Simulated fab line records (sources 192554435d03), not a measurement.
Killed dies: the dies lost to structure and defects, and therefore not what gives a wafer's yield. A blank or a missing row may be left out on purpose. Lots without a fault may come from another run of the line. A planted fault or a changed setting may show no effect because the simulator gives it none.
Matching of chambers ; flow n5-finfet ; pecvd-02 running N5_BEOL_M4_PECVD_72: 3 sister chambers
The step deposits SiO2 from TEOS/O2, target thk 16 nm, time 18 s. 3 wafers are shown with their chamber, then 8 later ones without.

== WAFERS, EACH WITH ITS CHAMBER ==
wafer;chamber;showerhead-vpp-V (V)
L084.1;2;1245
L084.3;0;1464
L095.1;1;1346

== WAFERS MISSING THEIR CHAMBER ==
wafer;showerhead-vpp-V (V)
L095.2;1218
L095.3;1465
L094.2;1375
L094.3;1467
L094.6;1343
L097.2;1255
L097.4;1344
L097.5;1450

== WHICH CHAMBER EACH ONE RAN IN ==
wafer;from the rows above;in truth
L095.2;2;2
L095.3;0;0
L094.2;1;1
L094.3;0;0
L094.6;1;1
L097.2;2;2
L097.4;1;1
L097.5;0;0
Correctly placed: 8 of 8. Left unplaced by these rows: 0. Placed wrongly: 0.
How it was worked out, from the rows above alone: a wafer's distance from a chamber is the root of the sum, over the readings, of the square of ((its reading less the chamber's mean) divided by the reading's scatter). The wafer belongs to the nearest chamber; if the next one is less than 2 further off, it can't be placed. Each chamber's mean is taken over the wafers shown for it. The scatter: root of mean squared gap, hidden wafer to nearest shown wafer, with one shown wafer a chamber.
